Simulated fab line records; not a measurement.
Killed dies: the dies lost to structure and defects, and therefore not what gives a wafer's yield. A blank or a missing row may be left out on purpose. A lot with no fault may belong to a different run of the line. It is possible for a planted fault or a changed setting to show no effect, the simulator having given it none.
fab line records | flow nandHarc | part 2 of 2: steps 25 to 36 of 36
[record] lots = 5 wafers = 15 lastDay = 22
route steps=1159 shown A_CHANNEL_FILL_D1@492 A_STAIRCASE@519
lots untouched by any fault: they come from a run of this same line in which no faults occurred
startH: hours from the record's first day to the start of the lot's first wafer shown | waitH: how many hours have passed since the lot's step before this one | " identical to the entry in the row above | L1.1+2: one row covering several wafers at once | - value missing, or start not given | * or withheld: withheld | < > ~ a bound
route shown NAME@n: a module of which the file shows steps, and the number in the route of the first | usual: the fault-free wafers' mean and standard deviation | same: alike in all rows | chamber/n: place in a boat | sites: per-site readings | _std_site: standard deviation across them | _edge_site: outer sites' mean less inner sites' | radiusMm: for every site, how far away it sits from the centre of the wafer | mask NAME#n: copy n | behind: the last tool/chamber to shape the wafer | hold: cause of the lot's hold/its duration in hours/its outcome | device: which transistor (n, p or np) failed to switch | end of line: the same wafers' tests at the end of the route | step lacking rows: just its recipe | killed: count of dies lost to structure and defects at first sort (not the wafer's yield) | map: the dies of a wafer, with x for killed, . for not killed, _ for no die there
set.NAME: the setting the step ran with; set.NAME@STEP: the setting that earlier step ran with | model.NAME: the simulator's own value behind a step, which no gauge read
lots at selected steps of the route; one table per step, one row per wafer
services: the hour from which a tool's chamber was out of use, counted from the record's first day as startH (under 0 if before that day), plus the number of hours and why
[[steps]]
[step NHARC_A_STAIRCASE_DEP_156]
[recipe] targetThkA = 500 tempC = 400 targetThkNm = 50 flowSccm = 200 rfW = 450 material = SiNx
[usual] heaterPowerW = 688/130 showerheadVppV = 1346/44
// columns lot.wafer tool chamber startH waitH heaterPowerW showerheadVppV
L075.1 pecvd-03 1 236.74 0.1 820 1328
L075.4 " 0 " " 598 1326
L075.5 " 2 " " 685 1342
L077.2 pecvd-02 0 244.00 0.1 466 1417
L077.1 " 1 " " 603 1311
L077.6 " 0 " " 473 1436
L083.1 pecvd-02 0 276.87 0.1 467 1440
L083.2 " 1 " " 559 1310
L083.5 " 0 " " 469 1420
L088.3 pecvd-01 1 322.36 0.1 697 1372
L088.1 " 2 " " 728 1282
L088.4 " 1 " " 727 1356
L091.2 pecvd-01 0 327.33 0.1 530 1345
L091.4 " 2 " " 889 1270
L091.6 " 1 " " 810 1350
[step NHARC_A_STAIRCASE_DEHYDRATE_158]
[recipe] tempC = 150 timeS = 120
// columns lot.wafer tool chamber startH waitH
L075.1+4+5 lithoTrack-02 0 236.98 0.2
L077.1+2+6 lithoTrack-02 0 244.36 0.3
L083.1+2+5 lithoTrack-05 0 277.11 0.2
L088.1+3+4 lithoTrack-03 0 322.63 0.2
L091.2+4+6 lithoTrack-02 0 327.57 0.2
[step NHARC_A_STAIRCASE_HMDS_159]
[recipe] timeS = 30
// columns lot.wafer tool chamber startH waitH
L075.1+4+5 lithoTrack-02 0 - -
L077.1+2+6 lithoTrack-02 0 - -
L083.1+2+5 lithoTrack-05 0 - -
L088.1+3+4 lithoTrack-03 0 - -
L091.2+4+6 lithoTrack-02 0 - -
[step NHARC_A_STAIRCASE_COAT_160]
[recipe] spinRpm = 1200
// columns lot.wafer tool chamber startH waitH
L075.1+4+5 lithoTrack-02 0 - -
L077.1+2+6 lithoTrack-02 0 - -
L083.1+2+5 lithoTrack-05 0 - -
L088.1+3+4 lithoTrack-03 0 - -
L091.2+4+6 lithoTrack-02 0 - -
[step NHARC_A_STAIRCASE_SOFTBAKE_161]
[recipe] tempC = 135 timeS = 170
// columns lot.wafer tool chamber startH waitH
L075.1+4+5 lithoTrack-02 0 - -
L077.1+2+6 lithoTrack-02 0 - -
L083.1+2+5 lithoTrack-05 0 - -
L088.1+3+4 lithoTrack-03 0 - -
L091.2+4+6 lithoTrack-02 0 - -
[step NHARC_A_STAIRCASE_EBR_162]
// columns lot.wafer tool chamber startH waitH
L075.1+4+5 lithoTrack-02 0 - -
L077.1+2+6 lithoTrack-02 0 - -
L083.1+2+5 lithoTrack-05 0 - -
L088.1+3+4 lithoTrack-03 0 - -
L091.2+4+6 lithoTrack-02 0 - -
[step NHARC_A_STAIRCASE_EXPOSE_163]
[recipe] na = 0.5 doseMj = 20.01 maskId = STAIR_OPEN
[usual] focusOffsetNm = 0.0/0.51
// columns lot.wafer tool chamber startH waitH mask focusOffsetNm
L075.1 krfScanner-01 0 237.31 - STAIR_OPEN#0 0.5
L075.4 " 0 " " STAIR_OPEN#0 0.2
L075.5 " 0 " " STAIR_OPEN#0 -0.1
L077.1 krfScanner-02 0 244.69 - STAIR_OPEN#0 0.1
L077.2 " 0 " " STAIR_OPEN#0 -0.7
L077.6 " 0 " " STAIR_OPEN#0 -0.7
L083.1 krfScanner-02 0 277.45 - STAIR_OPEN#0 -0.4
L083.2 " 0 " " STAIR_OPEN#0 0.3
L083.5 " 0 " " STAIR_OPEN#0 0.3
L088.1 krfScanner-02 0 322.84 - STAIR_OPEN#0 -0.5
L088.3 " 0 " " STAIR_OPEN#0 -0.2
L088.4 " 0 " " STAIR_OPEN#0 -0.1
L091.2 krfScanner-01 0 328.05 - STAIR_OPEN#0 0.6
L091.4 " 0 " " STAIR_OPEN#0 0.7
L091.6 " 0 " " STAIR_OPEN#0 0.0
[step NHARC_A_STAIRCASE_PEB_164]
[recipe] pebTempC = 115 pebTimeS = 130
// columns lot.wafer tool chamber startH waitH
L075.1+4+5 lithoTrack-03 0 237.38 0.1
L077.1+2+6 lithoTrack-05 0 244.76 0.1
L083.1+2+5 lithoTrack-05 0 277.51 0.1
L088.1+3+4 lithoTrack-05 0 322.91 0.1
L091.2+4+6 lithoTrack-03 0 328.11 0.1
[step NHARC_A_STAIRCASE_DEVELOP_165]
[recipe] timeS = 140
// columns lot.wafer tool chamber startH waitH
L075.1+4+5 lithoTrack-03 0 - -
L077.1+2+6 lithoTrack-05 0 - -
L083.1+2+5 lithoTrack-05 0 - -
L088.1+3+4 lithoTrack-05 0 - -
L091.2+4+6 lithoTrack-03 0 - -
[step NHARC_A_STAIRCASE_HARDBAKE_167]
[recipe] tempC = 120 timeS = 140
// columns lot.wafer tool chamber startH waitH
L075.1+4+5 lithoTrack-03 0 237.59 -
L077.1+2+6 lithoTrack-03 0 244.98 -
L083.1+2+5 lithoTrack-02 0 277.73 -
L088.1+3+4 lithoTrack-05 0 323.13 -
L091.2+4+6 lithoTrack-03 0 328.34 -
[step NHARC_A_STAIRCASE_DESCUM_168]
[recipe] timeS = 3 o2FlowSccm = 200 arFlowSccm = 0 biasPowerW = 0 chemistry = O2
[usual] drypumpMotorCurrentA = 5.8/0.37 oesProductAu = 1.000/0.007 rfVppV = 57.8/0.93 showerheadPlenumPTorr = 1.93/0.09 throttleValvePct = 11.311/0.0081
// columns lot.wafer tool chamber startH waitH drypumpMotorCurrentA oesProductAu rfHoursCounterH rfVppV showerheadPlenumPTorr throttleValvePct
L075.4 rieDiel-01 0 237.69 - 6.4 0.998 34 58.1 1.99 11.312
L075.1 " 2 " " 5.7 1.009 34 57.6 1.84 11.321
L075.5 " 0 " " 6.4 1.002 - 57.8 1.99 11.310
L077.2 rieDiel-01 3 245.20 - 5.8 1.002 40 58.5 1.90 11.297
L077.1 " 0 " " 6.4 0.991 37 58.1 1.99 11.323
L077.6 " 3 " " 5.8 0.993 - 57.7 1.90 11.304
L083.1 rieDiel-11 3 277.86 - 5.7 0.999 31 56.4 1.81 11.302
L083.2 " 2 " " 5.5 1.013 31 58.2 2.07 11.312
L083.5 " 0 " " 5.4 1.009 - 58.2 2.01 11.319
L088.4 rieDiel-06 3 323.23 - 5.4 0.993 30 58.9 2.00 11.317
L088.3 " 0 " " 6.3 0.997 35 58.1 1.87 11.318
L088.1 " 1 " " 5.5 1.004 33 57.9 2.02 11.307
L091.2 rieDiel-01 2 328.44 - 5.7 1.003 1 57.7 1.84 11.324
L091.6 " 1 " " 5.9 1.002 - 58.2 2.08 11.301
L091.4 " 2 " " 5.7 0.994 - 56.5 1.84 11.300
[step NHARC_A_STAIRCASE_ETCH_169]
[recipe] targetDepthA = 500 timeS = 107.1 ionEnergyEv = 120 ch3fFlowSccm = 50 o2FlowSccm = 30 arFlowSccm = 200 rfW = 500 biasW = 100 chemistry = CH3F/O2
[usual] biasW = 100.0/0.3 drypumpMotorCurrentA = 5.8/0.38 oesProductAu = 0.943/0.019 rfVppV = 244.6/1.7 showerheadPlenumPTorr = 2.48/0.11 throttleValvePct = 20.663/0.0093
// columns lot.wafer tool chamber startH waitH biasW drypumpMotorCurrentA oesProductAu rfHoursCounterH rfVppV showerheadPlenumPTorr throttleValvePct
L075.4 rieDiel-01 0 237.77 0.1 100.5 6.4 0.962 34 245.8 2.56 20.649
L075.1 " 1 " " 99.7 5.9 0.956 35 240.8 2.30 20.679
L075.5 " 0 " " 100.1 6.4 0.969 - 246.8 2.56 20.655
L077.2 rieDiel-01 1 245.30 0.1 99.9 5.9 0.938 39 242.0 2.30 20.663
L077.1 " 0 " " 99.4 6.4 0.953 37 244.5 2.55 20.657
L077.6 " 2 " " 100.3 5.7 0.940 - 243.0 2.37 20.657
L083.2 rieDiel-11 1 277.97 0.1 99.9 6.4 0.953 32 246.3 2.50 20.666
L083.1 " 2 " " 100.1 5.5 0.950 31 248.2 2.65 20.661
L083.5 " 1 " " 100.3 6.4 0.948 - 243.4 2.50 20.674
L088.3 rieDiel-06 2 323.78 0.5 100.5 5.3 0.931 31 243.9 2.42 20.678
L088.4 " 3 " " 100.3 5.4 0.924 30 245.1 2.57 20.661
L088.1 " 0 " " 100.1 6.3 0.922 35 243.1 2.40 20.658
L091.2 rieDiel-01 2 328.54 0.1 100.0 5.7 0.966 1 242.3 2.36 20.655
L091.4 " 2 " " 100.1 5.7 0.970 - 242.9 2.36 20.677
L091.6 " 3 " " 99.7 5.8 0.961 - 244.0 2.43 20.667
[[services]]
// columns tool chamber startH hours kind
rieDiel-01 0 178.42 4.6 repair
rieSi-06 - 183.00 9.0 pm
rieDiel-01 0 200.03 4.9 repair
cmp-04 - 203.16 4.0 pm
rieDiel-03 3 208.45 2.7 repair
krfScanner-02 - 210.00 4.0 pm
lithoTrack-03 - 213.00 7.0 pm
rieDiel-03 - 215.30 9.0 pm
rieDiel-01 3 229.49 2.7 repair
lithoTrack-05 - 237.00 7.0 pm
rieDiel-01 3 246.64 8.8 repair
cmp-04 - 264.64 0.9 repair
rieDiel-03 3 277.22 1.8 repair
cmp-04 - 281.46 6.5 repair
rtpAnneal-02 - 300.15 12.0 pm
cmp-04 - 301.29 4.0 pm
rieDiel-08 - 301.80 9.0 pm
rieDiel-03 2 305.16 1.2 repair
wetBench-06 - 305.60 8.0 pm
rieSi-06 2 305.69 1.9 repair
rieDiel-01 0 310.45 24.0 repair
rieDiel-01 - 314.83 9.0 pm
aldHk-02 - 321.88 3.0 repair
wetBench-03 - 322.40 8.0 pm
